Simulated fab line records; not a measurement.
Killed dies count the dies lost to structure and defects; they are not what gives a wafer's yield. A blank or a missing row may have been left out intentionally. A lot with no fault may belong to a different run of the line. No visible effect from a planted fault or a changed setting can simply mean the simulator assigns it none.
fab line records	flow nandHarc
record: lots: 12	wafers: 32	lastDay: 24
route steps=1159 shown P_ZERO_WELL@4 P_STI@69 END@1159
lots untouched by any fault: they come from a run of this same line in which no faults occurred
startH: start of the lot's first displayed wafer, in hours after the record's first day	waitH: how many hours have passed since the lot's step before this one	" same as the row above	L1.1+2: several wafers, shown together as one row	- no value, or no start was given	* or withheld: withheld	< > ~ a bound
route shown NAME@n: a module of which the file shows steps, and the number in the route of the first	usual: mean/standard deviation taken from wafers without a fault	same: alike in all rows	chamber/n: place in a boat	sites: readings site by site	_std_site: standard deviation across them	_edge_site: the outer-site mean with the inner-site mean subtracted	radiusMm: how far each site lies from the wafer's centre	mask NAME#n: copy n	behind: the tool/chamber that last shaped the wafer	hold: what put the lot on hold/how long, in hours/how the hold closed	device: whichever transistor did not switch (one of n, p or np)	end of line: the same wafers' tests at the end of the route	for a step that has no rows: nothing shown but its recipe	killed: the dies lost at the first sort to structure and to defects; this is not the yield of the wafer	map: shows each die of a wafer: x if killed, . if not, _ if none is there
set.NAME: the run value of the setting; set.NAME@STEP: its run value at that earlier step	model.NAME: the simulator's own value behind a step, which no gauge read
one table for each step of the route and one row for each wafer, over a sample of lots
services: from which hour (startH, from the record's first day; less than 0 if before it) a tool's chamber was out of use, for how many hours, and why
== steps ==
step: NHARC_P_ZERO_WELL_PECVD_02
recipe: targetThkA: 100	tempC: 400	pressureTorr: 6.5	rfW: withheld	teosFlowSccm: withheld	flowSccm: 2650	targetThkNm: 10	gas: O2	material: SiO2
lot.wafer	tool	chamber	startH	waitH
L246.3+5+6	pecvd-01	0,1,2	36.44	-
L247.2+1+5	pecvd-02	0,1,2	42.48	-
L248.2+3+4	pecvd-03	1,0,2	48.44	-
L249.2+5+4	pecvd-02	0,2,0	54.48	-
L250.2+5+6	pecvd-02	2,2,1	60.57	-
L251.3+2+4	pecvd-02	0,1,0	66.48	-
L252.2+1+4	pecvd-02	0,1,2	72.45	-
L258.4	pecvd-01	1	108.64	-
L259.4	pecvd-01	1	114.72	-
L262.3+1+5	pecvd-03	1,2,1	132.48	-
L264.3+6+4	pecvd-03	2,0,1	144.52	-
L265.2+5+4	pecvd-02	2,1,2	150.53	-
step: NHARC_P_ZERO_WELL_ETCH_63
recipe: targetDepthA: 1200	timeS: 40.1	hbrFlowSccm: 150	cl2FlowSccm: 50	rfW: 400	icpW: 400	biasW: 100	chemistry: HBr/Cl2
usual: biasW: 100.1/0.31	drypumpMotorCurrentA: 5.7/0.58	oesProductAu: 1.001/0.0099	throttleValvePct: 26.405/0.0091
same: timeS: 40.1
lot.wafer	tool	chamber	startH	waitH	biasW	drypumpMotorCurrentA	oesProductAu	rfHoursCounterH	throttleValvePct
L246.3	rieSi-04	1	37.70	-	99.8	4.9	0.995	0.8	26.417
L246.5	"	2	"	"	99.8	5.3	1.001	-	26.405
L246.6	"	3	"	"	100.2	6.6	1.001	-	26.413
L247.1	rieSi-02	2	43.68	-	100.1	5.4	1.007	0.0	26.410
L247.2	"	1	"	"	100.3	5.4	0.994	0.0	26.401
L247.5	"	3	"	"	99.5	5.8	1.014	-	26.414
L248.2	rieSi-02	3	49.67	-	100.1	5.9	1.005	0.1	26.393
L248.3	"	0	"	"	99.6	6.5	1.024	0.0	26.392
L248.4	"	1	"	"	100.3	5.4	1.009	0.0	26.414
L249.4	rieSi-04	2	55.53	-	99.8	5.3	0.997	0.9	26.416
L249.2	"	0	"	"	100.2	6.2	0.996	1.0	26.416
L249.5	"	2	"	"	100.1	5.3	0.998	-	26.403
L250.2	rieSi-03	3	61.83	-	100.0	5.2	1.016	0.6	26.419
L250.6	"	0	"	"	99.6	6.5	1.008	-	26.418
L250.5	"	1	"	"	100.5	5.2	0.978	-	26.405
L251.2	rieSi-04	3	67.65	-	100.0	6.6	1.013	1.2	26.410
L251.3	"	1	"	"	99.9	5.0	1.000	1.1	26.399
L251.4	"	2	"	"	99.8	5.3	1.004	1.1	26.404
L252.2	rieSi-02	2	73.65	-	100.5	5.4	1.018	0.4	26.400
L252.1	"	3	"	"	100.4	5.8	1.003	0.3	26.412
L252.4	"	1	"	"	100.0	5.4	1.002	0.4	26.407
L258.4	rieSi-04	1	109.67	-	100.0	4.9	0.988	0.0	26.409
L259.4	rieSi-04	1	115.65	-	99.9	4.9	0.984	0.1	26.396
L262.1	rieSi-02	3	133.70	-	100.1	5.9	1.017	1.0	26.411
L262.3	"	0	"	"	99.8	6.5	1.021	0.8	26.395
L262.5	"	2	"	"	100.0	5.4	1.016	-	26.401
L264.3	rieSi-02	2	145.52	-	100.2	5.4	1.013	1.1	26.408
L264.4	"	1	"	"	99.6	5.4	1.000	0.9	26.419
L264.6	"	3	"	"	100.0	5.8	1.005	-	26.406
L265.2	rieSi-03	0	151.66	-	100.2	6.5	0.994	1.5	26.410
L265.4	"	1	"	"	100.0	5.2	0.987	1.8	26.400
L265.5	"	1	"	"	99.8	5.2	0.986	-	26.402
step: NHARC_P_ZERO_WELL_INSPECT_43
usual: rawDefectCount: 14/7.8
lot.wafer	tool	chamber	startH	waitH	hold	rawDefectCount
L246.3	defectInspect-02	-	43.54	0.4	-	7
L246.5	"	-	"	"	-	12
L246.6	"	-	"	"	-	9
L247.1	defectInspect-02	-	49.79	0.6	-	11
L247.2	"	-	"	"	-	15
L247.5	"	-	"	"	-	10
L248.2	defectInspect-01	-	55.31	0.5	-	10
L248.3	"	-	"	"	-	7
L248.4	"	-	"	"	-	3
L249.2	defectInspect-01	-	61.58	0.5	-	9
L249.4	"	-	"	"	-	8
L249.5	"	-	"	"	-	2
L250.2	defectInspect-02	-	67.86	0.5	-	7
L250.5	"	-	"	"	-	10
L250.6	"	-	"	"	-	14
L251.2	defectInspect-01	-	73.55	0.5	-	14
L251.3	"	-	"	"	-	26
L251.4	"	-	"	"	-	15
L252.1	defectInspect-01	-	79.42	0.6	-	10
L252.2	"	-	"	"	-	16
L252.4	"	-	"	"	-	15
L258.4	defectInspect-02	-	115.74	0.2	awaitDispo/0.2h/release	291
L258.4	defectInspect-02	-	115.91	0.2	-	295
L259.4	defectInspect-01	-	121.58	0.2	awaitDispo/0.2h/release	353
L259.4	defectInspect-01	-	121.75	0.2	-	356
L262.1	defectInspect-01	-	139.59	0.6	-	14
L262.3	"	-	"	"	-	6
L262.5	"	-	"	"	-	11
L264.3	defectInspect-02	-	151.43	0.4	-	11
L264.4	"	-	"	"	-	9
L264.6	"	-	"	"	-	27
L265.2	defectInspect-02	-	157.31	0.5	-	40
L265.4	"	-	"	"	-	22
L265.5	"	-	"	"	-	29
step: NHARC_P_STI_ETCH_26
recipe: targetDepthA: 110	chemistry: dHF	material: SiO2
lot.wafer	tool	chamber	startH	waitH	hold
L246.6+5+3	wetBench-02	6,7,0	43.60	0.1	-
L247.2+1+5	wetBench-02	1,2,5	49.85	0.0	-
L248.2+4+3	wetBench-07	0,3,5	55.36	0.1	-
L249.5+4+2	wetBench-07	7,0,4	61.63	0.0	-
L250.2+6+5	wetBench-05	2,4,6	67.91	0.0	-
L251.4+2+3	wetBench-02	3,6,7	73.61	0.1	-
L252.2+4+1	wetBench-02	4,6,1	79.48	0.1	-
L258.4	wetBench-07	3	117.40	1.5	awaitDispo/1.4h/release
L259.4	wetBench-07	7	125.46	3.7	awaitDispo/3.6h/release
L262.5+1+3	wetBench-02	4,7,0	139.65	0.1	-
L264.3+4+6	wetBench-02	7,0,2	151.50	0.1	-
L265.5+2+4	wetBench-02	1,3,5	157.37	0.0	-
step: NHARC_P_STI_OVL_MEAS_10
usual: overlayXNm: 3/6.3	overlayYNm: 3/6.6
lot.wafer	tool	chamber	startH	waitH	overlayXNm	overlayYNm
L246.3	overlay-02	-	60.33	-	6	7
L246.5	"	-	"	"	6	8
L246.6	"	-	"	"	7	7
L247.1	overlay-01	-	65.10	-	-3	-2
L247.2	"	-	"	"	-3	-1
L247.5	"	-	"	"	-3	-2
L248.2	overlay-02	-	70.66	-	-1	-5
L248.3	"	-	"	"	0	-5
L248.4	"	-	"	"	-1	-5
L249.2	overlay-02	-	78.66	-	8	0
L249.4	"	-	"	"	8	0
L249.5	"	-	"	"	8	0
L250.2	overlay-01	-	83.15	-	1	4
L250.5	"	-	"	"	1	4
L250.6	"	-	"	"	0	4
L251.2	overlay-01	-	91.35	-	4	13
L251.3	"	-	"	"	4	13
L251.4	"	-	"	"	4	12
L252.1	overlay-01	-	91.51	-	9	-3
L252.2	"	-	"	"	9	-2
L252.4	"	-	"	"	10	-3
L258.4	overlay-01	-	133.96	-	4	6
L259.4	overlay-01	-	136.96	-	7	-5
L262.1	overlay-01	-	155.05	-	7	1
L262.3	"	-	"	"	8	0
L262.5	"	-	"	"	8	1
L264.3	overlay-02	-	168.06	-	6	0
L264.4	"	-	"	"	6	0
L264.6	"	-	"	"	5	0
L265.2	overlay-01	-	173.38	-	19	0
L265.4	"	-	"	"	19	-1
L265.5	"	-	"	"	19	0
step: NHARC_P_STI_INSPECT_11
usual: rawDefectCount: 5.3/2.3
lot.wafer	tool	chamber	startH	waitH	hold	rawDefectCount
L246.3	defectInspect-01	-	60.37	0.0	-	2
L246.5	"	-	"	"	-	7
L246.6	"	-	"	"	-	4
L247.1	defectInspect-01	-	65.14	0.0	-	6
L247.2	"	-	"	"	-	6
L247.5	"	-	"	"	-	3
L248.2	defectInspect-02	-	70.70	0.0	-	5
L248.3	"	-	"	"	-	1
L248.4	"	-	"	"	-	6
L249.2	defectInspect-02	-	78.69	0.0	-	5
L249.4	"	-	"	"	-	3
L249.5	"	-	"	"	-	10
L250.2	defectInspect-02	-	83.18	0.0	-	6
L250.5	"	-	"	"	-	7
L250.6	"	-	"	"	-	7
L251.2	defectInspect-02	-	91.38	0.0	-	6
L251.3	"	-	"	"	-	8
L251.4	"	-	"	"	-	4
L252.1	defectInspect-02	-	91.54	0.0	-	5
L252.2	"	-	"	"	-	6
L252.4	"	-	"	"	-	2
L258.4	defectInspect-02	-	134.00	0.0	awaitDispo/0.2h/release	285
L258.4	defectInspect-02	-	134.17	0.2	-	284
L259.4	defectInspect-02	-	137.00	0.0	awaitDispo/0.2h/release	340
L259.4	defectInspect-02	-	137.17	0.2	-	342
L262.1	defectInspect-01	-	155.08	0.0	-	5
L262.3	"	-	"	"	-	3
L262.5	"	-	"	"	-	5
L264.3	defectInspect-01	-	168.10	0.0	-	6
L264.4	"	-	"	"	-	3
L264.6	"	-	"	"	-	8
L265.2	defectInspect-02	-	173.42	0.0	-	5
L265.4	"	-	"	"	-	4
L265.5	"	-	"	"	-	4
step: NHARC_P_STI_ETCH_42
recipe: targetDepthA: 800	overetchA: 240	timeS: 61	ionEnergyEv: 200	n2FlowSccm: 150	h2FlowSccm: 150	arFlowSccm: 0	rfW: 400	biasW: 150	chemistry: N2/H2
usual: biasW: 150.0/0.44	drypumpMotorCurrentA: 5.7/0.53	oesProductAu: 0.997/0.013	rfVppV: 431.3/2.4	showerheadPlenumPTorr: 2.06/0.08	throttleValvePct: 14.172/0.0088
same: timeS: 61
lot.wafer	tool	chamber	startH	waitH	biasW	drypumpMotorCurrentA	oesProductAu	rfHoursCounterH	rfVppV	showerheadPlenumPTorr	throttleValvePct
L246.3	rieDiel-09	1	60.59	0.1	150.5	5.6	1.001	9.0	431.9	2.04	14.171
L246.5	"	0	"	"	149.9	5.6	1.019	-	432.4	2.13	14.186
L246.6	"	1	"	"	150.8	5.6	0.988	-	432.2	2.04	14.179
L247.1	rieDiel-09	3	65.37	0.1	149.9	5.5	0.979	11.1	433.7	2.16	14.162
L247.2	"	1	"	"	150.2	5.5	0.992	9.3	431.6	2.04	14.158
L247.5	"	3	"	"	149.3	5.5	0.995	-	435.2	2.16	14.171
L248.3	rieDiel-02	1	70.94	0.1	150.1	5.6	0.991	2.1	432.2	2.08	14.179
L248.2	"	2	"	"	149.7	6.4	1.013	2.0	431.7	2.07	14.178
L248.4	"	1	"	"	150.1	5.6	0.988	-	430.6	2.08	14.178
L249.4	rieDiel-02	2	78.92	0.1	150.3	6.4	1.023	2.3	431.8	2.07	14.174
L249.2	"	3	"	"	149.3	6.3	0.999	2.3	433.0	2.15	14.176
L249.5	"	1	"	"	149.6	5.6	1.006	-	430.6	2.08	14.164
L250.2	rieDiel-02	3	83.42	0.1	149.9	6.4	0.996	2.3	435.6	2.15	14.178
L250.6	"	0	"	"	150.3	4.8	0.993	-	427.4	1.92	14.164
L250.5	"	1	"	"	149.5	5.6	1.005	-	430.9	2.08	14.164
L251.3	rieDiel-02	3	91.63	0.1	150.5	6.3	0.996	2.5	432.9	2.15	14.164
L251.2	"	0	"	"	150.4	4.8	0.979	2.2	428.2	1.92	14.179
L251.4	"	1	"	"	150.5	5.6	0.996	-	430.7	2.08	14.167
L252.4	rieDiel-09	2	91.78	0.1	149.7	6.1	1.009	0.7	431.2	2.07	14.174
L252.1	"	0	"	"	149.8	5.6	0.985	0.5	432.6	2.13	14.186
L252.2	"	1	"	"	149.9	5.6	1.002	0.7	430.5	2.04	14.171
L258.4	rieDiel-09	0	137.69	0.1	150.0	5.6	0.984	3.9	433.8	2.13	14.172
L259.4	rieDiel-02	2	140.10	0.1	150.2	6.4	1.012	3.4	431.6	2.07	14.170
L262.3	rieDiel-09	2	155.30	0.1	149.9	6.1	1.004	4.7	431.8	2.07	14.173
L262.1	"	1	"	"	150.0	5.5	0.979	5.2	430.6	2.04	14.176
L262.5	"	2	"	"	150.6	6.1	1.006	-	432.8	2.07	14.174
L264.4	rieDiel-06	0	168.32	0.1	150.2	5.0	1.007	3.4	435.1	2.15	14.169
L264.3	"	1	"	"	149.7	6.1	1.034	3.4	426.7	1.90	14.170
L264.6	"	1	"	"	149.8	6.1	1.018	-	426.5	1.90	14.166
L265.4	rieDiel-02	1	173.64	0.1	150.0	5.6	1.003	0.3	431.8	2.08	14.168
L265.2	"	2	"	"	150.1	6.4	1.019	0.3	431.1	2.07	14.178
L265.5	"	2	"	"	149.8	6.4	1.020	-	431.7	2.07	14.180
step: NHARC_END_SORT_01
recipe: tempC: 25
usual: killedAtArray: 27/9.9	killedAtOther: 0.5/0.76	killedAtPeriphery: 3.4/2.2	killedDies: 31/10	killedOpen: 3.3/2	killedShort: 2.0/1.5
same: grossDies: 677
lot.wafer	tool	chamber	startH	waitH	killedAtArray	killedAtOther	killedAtPeriphery	killedDies	killedOpen	killedShort
L249.2	prober-02	0	484.72	2.8	44	2	2	48	6	2
L249.4	prober-02	0	486.33	3.4	49	2	4	55	4	3
L259.4	prober-01	0	543.87	3.4	24	0	76	100	1	1
L258.4	prober-01	0	569.97	3.4	34	0	67	101	3	2
killed by level:class
L249.2 A_CHANNEL_HOLE_D1:chamberFilmFlake=17 A_SLIT:chamberFilmFlake=12 A_STAIRCASE:chamberFilmFlake=6 A_CHANNEL_FILL_D1:geometricParticle:open=2 A_M0:geometricParticle:open=2 THIN_TSV:chamberFilmFlake=2 P_M0:geometricParticle:open=1 A_CHANNEL_FILL_D1:geometricParticle:short=1
L249.4 A_CHANNEL_HOLE_D1:chamberFilmFlake=16 A_SLIT:chamberFilmFlake=16 A_STAIRCASE:chamberFilmFlake=5 A_CONTACT:chamberFilmFlake=4 A_CHANNEL_FILL_D1:geometricParticle:short=2 P_STI:chamberFilmFlake=2 THIN_TSV:chamberFilmFlake=2 P_CONTACT:geometricParticle:open=1
L259.4 P_ZERO_WELL:unspecified=76 A_CHANNEL_HOLE_D1:chamberFilmFlake=19 A_STAIRCASE:chamberFilmFlake=2 A_CHANNEL_FILL_D1:geometricParticle:open=1 A_WL_FILL:geometricParticle:short=1 A_SLIT:chamberFilmFlake=1
L258.4 P_ZERO_WELL:unspecified=65 A_CHANNEL_HOLE_D1:chamberFilmFlake=20 A_CONTACT:chamberFilmFlake=5 A_STAIRCASE:chamberFilmFlake=4 A_CONTACT:geometricParticle:open=2 A_ONON_D1:geometricParticle:short=1 A_M1:geometricParticle:short=1 A_M1:geometricParticle:open=1
== services ==
tool	chamber	startH	hours	kind
wetBench-05	-	20.80	8.0	pm
rieSi-02	-	34.00	9.0	pm
pecvd-01	-	56.00	13.0	pm
rieDiel-02	0	60.77	14.1	repair
rieDiel-09	0	61.15	7.5	repair
rieSi-02	2	61.72	1.1	repair
rieDiel-06	-	64.20	9.0	pm
rieDiel-09	-	77.10	9.0	pm
rieDiel-02	-	84.63	1.8	repair
rieDiel-02	2	87.54	7.7	repair
pecvd-02	1	89.81	21.8	repair
wetBench-07	-	96.02	8.0	pm
rieSi-04	-	99.00	9.0	pm
rieSi-02	2	110.12	4.0	repair
pecvd-03	-	111.34	13.0	pm
wetBench-05	-	121.35	2.7	repair
rieDiel-02	3	144.63	8.4	repair
rieDiel-02	-	150.70	9.0	pm
pecvd-02	-	153.06	13.0	pm
pecvd-02	0	153.06	13.0	ventCycle
pecvd-02	1	153.06	13.0	ventCycle
rieSi-03	-	155.00	9.0	pm
rieDiel-09	-	163.03	0.7	repair
pecvd-03	0	164.67	20.3	repair
== key ==
firstSign: step: NHARC_P_ZERO_WELL_INSPECT_43	reading: rawDefectCount	direction: up	sigmas: 39	usual: 14	struck: 322
effect: step: NHARC_P_ZERO_WELL_INSPECT_43	reading: hold	direction: added
effect: step: NHARC_P_STI_INSPECT_11	reading: rawDefectCount	direction: up	sigmas: 99+	usual: 5.3	struck: 312.5
effect: step: NHARC_END_SORT_01	reading: killedAtPeriphery	direction: up	sigmas: 30	usual: 3.4	struck: 71.5
moreKillsBornAt: NHARC_P_ZERO_WELL_PECVD_02@pecvd-01: 141
metAt NHARC_P_ZERO_WELL_PECVD_02
struckLots L258,L259
struckWafers L258.4,L259.4
testerLeftOut L258,L259
notActingAt NHARC_P_ZERO_WELL_ETCH_63,NHARC_P_STI_OVL_MEAS_10,NHARC_P_STI_ETCH_42
onsetBetween 36.44 108.64
fault: kind: chamberParticleSource	tool: pecvd-01	chamber: 1	onsetH: 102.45	steps: NHARC_P_ZERO_WELL_PECVD_02	ratePerVisitCm2: 0.45752	endH: 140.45
testerLeftOut: of these lots the tester's yield and bins aren't shown, on N5 and GAA mostly nor the transistor test; their killed dies are dies lost to structure and defects alone, not to doping, threshold or leakage, so they don't give the yield
